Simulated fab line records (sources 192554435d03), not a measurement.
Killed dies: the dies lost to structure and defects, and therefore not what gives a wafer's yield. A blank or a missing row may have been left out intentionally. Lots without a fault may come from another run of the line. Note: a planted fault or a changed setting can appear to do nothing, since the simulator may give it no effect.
Split-lot study    flow n5Finfet    39 wafers read from 7 lots, route of 1938 steps

## THE SPLIT
At N5_BEOL_M14_ILD_DEP_00 (deposits SiO2 from TEOS/O2, target thk 1119.3 nm, time 237.4 s), the setting targetThkA was moved away from the recipe's 11193 angstrom on 18 of the 39 wafers read, by -57.4% to +20.3%. All remaining wafers had this setting at the recipe value.

The file shows no step between the split and the reading.

## THE READING
At N5_BEOL_M14_THK_MEAS_01: M14_ILD_THK, given in nm. A value of 1117 nm with a standard deviation of 19 nm is what fault-free wafers of this fab line usually give.

wafer   tool, chamber at the split  targetThkA as run, angstrom  against the recipe  M14_ILD_THK, nm  against lot-mates on the recipe
L080.1  pecvd-01, 0                 11193                        recipe              1132             -
L080.2  pecvd-01, 2                 9122                         -18.5%              923              -208
L080.3  pecvd-01, 1                 11193                        recipe              1116             -
L080.4  pecvd-01, 1                 11193                        recipe              1145             -
L080.5  pecvd-01, 0                 9122                         -18.5%              928              -203
L080.6  pecvd-01, 2                 9122                         -18.5%              918              -213
L081.1  pecvd-02, 1                 11193                        recipe              1125             -
L081.2  pecvd-02, 0                 4769                         -57.4%              485              -621
L081.3  pecvd-02, 2                 11193                        recipe              1085             -
L081.4  pecvd-02, 2                 11193                        recipe              1108             -
L081.5  pecvd-02, 1                 4769                         -57.4%              496              -610
L081.6  pecvd-02, 0                 4769                         -57.4%              479              -627
L086.1  pecvd-03, 0                 9320                         -16.7%              927              -208
L086.2  pecvd-03, 1                 9320                         -16.7%              931              -204
L086.3  pecvd-03, 2                 11193                        recipe              1128             -
L086.4  pecvd-03, 1                 9320                         -16.7%              936              -199
L086.5  pecvd-03, 2                 11193                        recipe              1136             -
L086.6  pecvd-03, 0                 11193                        recipe              1140             -
L087.1  pecvd-02, 2                 11193                        recipe              1072             -
L087.2  pecvd-02, 1                 9102                         -18.7%              900              -196
L087.3  pecvd-02, 0                 9102                         -18.7%              884              -212
L087.4  pecvd-02, 0                 11193                        recipe              1095             -
L087.5  pecvd-02, 1                 11193                        recipe              1122             -
L087.6  pecvd-02, 2                 9102                         -18.7%              875              -221
L093.2  pecvd-03, 2                 11193                        recipe              1123             -
L093.4  pecvd-03, 2                 11193                        recipe              1134             -
L093.6  pecvd-03, 1                 11193                        recipe              1111             -
L092.1  pecvd-03, 0                 13460                        +20.3%              1313             +187
L092.2  pecvd-03, 2                 11193                        recipe              1104             -
L092.3  pecvd-03, 1                 13460                        +20.3%              1328             +202
L092.4  pecvd-03, 2                 11193                        recipe              1149             -
L092.5  pecvd-03, 0                 13460                        +20.3%              1334             +208
L092.6  pecvd-03, 1                 11193                        recipe              1124             -
L097.1  pecvd-03, 2                 7568                         -32.4%              759              -358
L097.2  pecvd-03, 0                 7568                         -32.4%              732              -385
L097.3  pecvd-03, 1                 7568                         -32.4%              750              -367
L097.4  pecvd-03, 2                 11193                        recipe              1136             -
L097.5  pecvd-03, 1                 11193                        recipe              1123             -
L097.6  pecvd-03, 0                 11193                        recipe              1093             -

THE FIT
A straight line over all 39 wafers: M14_ILD_THK changes by +11 nm for each +1% of targetThkA; r = +1.00; the points scatter about the line by 18 nm.
The same after taking each lot's own level away (the mean of its wafers on the recipe; 39 wafers): +10.8 nm for each +1%; r = +1.00; scatter 15 nm.
That fit puts the effect of the largest move of targetThkA on the reading at 6.2e+02 nm.
Measured against the standard deviation above, the lots' own levels, which go from 1096.3 to 1134.7 nm, span 2.0 times it.
Hence the lot-to-lot level has little effect on the slope; both slopes agree.
Check: -629 nm against its lot-mates is what the line predicts for one of the wafers moved furthest among these (-57.4%) when that wafer is left out of the fit. Against them it came out at -621 nm.

## THE WHOLE CHAIN: every reading that the file lists as answering this split, in the file's order
step                     what it does                                                    reading                                                                             change (the file's fit)               r (the file's)
N5_BEOL_M14_ILD_DEP_00   deposits SiO2 from TEOS/O2, target thk 1119.3 nm, time 237.4 s  SiO2_of_BEOL_M14_ILD_DEP_00.thkNm (the simulator's own value, which no gauge read)  +11 nm for each +1% of the setting    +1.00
N5_BEOL_M14_THK_MEAS_01                                                                  M14_ILD_THK                                                                         +11 for each +1% of the setting       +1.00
N5_BEOL_M14_VIA_ETCH_16  etches SiO2 in C4F8/O2/Ar, target depth 1231.3 nm               etch.depthNm (the simulator's own value, which no gauge read)                       +11 nm for each +1% of the setting    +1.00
N5_BEOL_M14_VIA_ETCH_16  etches SiO2 in C4F8/O2/Ar, target depth 1231.3 nm               coat_of_BEOL_M14_COAT_04.thkNm (the simulator's own value, which no gauge read)     -2.59 nm for each +1% of the setting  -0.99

## FILE'S OWN FIT
M14_ILD_THK changes by +11 nm for each +1% of targetThkA, r = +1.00.
